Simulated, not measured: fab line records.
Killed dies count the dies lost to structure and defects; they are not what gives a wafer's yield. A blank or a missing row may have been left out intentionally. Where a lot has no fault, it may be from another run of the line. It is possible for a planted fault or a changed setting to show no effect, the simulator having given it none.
Chamber matching	flow n5_finfet	4 sister chambers for N5_BEOL_M11_VIA_ETCH_34 on rie_diel-05
The step etches SiCOH lowk in C4F6/O2, target depth 184.5 nm, time 69.2 s. 4 wafers are shown with their chamber, then 10 later ones without.

WAFERS PAIRED WITH THEIR CHAMBERS
wafer	chamber	showerhead_plenum_p_Torr (Torr)
L085.4	3	2.71
L085.5	1	2.94
L087.1	0	2.77
L087.2	2	3.01

WAFERS WHOSE CHAMBER IS MISSING
wafer	showerhead_plenum_p_Torr (Torr)
L087.3	2.94
L090.3	2.93
L090.5	2.76
L090.6	2.70
L094.4	2.93
L094.5	2.70
L094.6	3.00
L097.2	2.70
L097.3	2.76
L097.4	2.93

THE CHAMBER EACH PASSED THROUGH
wafer	from the rows above	in truth
L087.3	1	1
L090.3	1	1
L090.5	0	0
L090.6	3	3
L094.4	1	1
L094.5	3	3
L094.6	2	2
L097.2	3	3
L097.3	0	0
L097.4	1	1
Placed correctly: 10 of 10. Number that these rows cannot place: 0. 0 placed wrongly.
How it was worked out, from the rows above alone: a wafer's distance from a chamber is the root of the sum, over the readings, of the square of ((its reading less the chamber's mean) divided by the reading's scatter). The wafer belongs to the nearest chamber; if the next one is less than 2 further off, it can't be placed. The mean given for a chamber averages the wafers shown for that chamber. The scatter: with one shown wafer a chamber, the root of the mean of the squares of how far each hidden wafer lies from its nearest shown one.
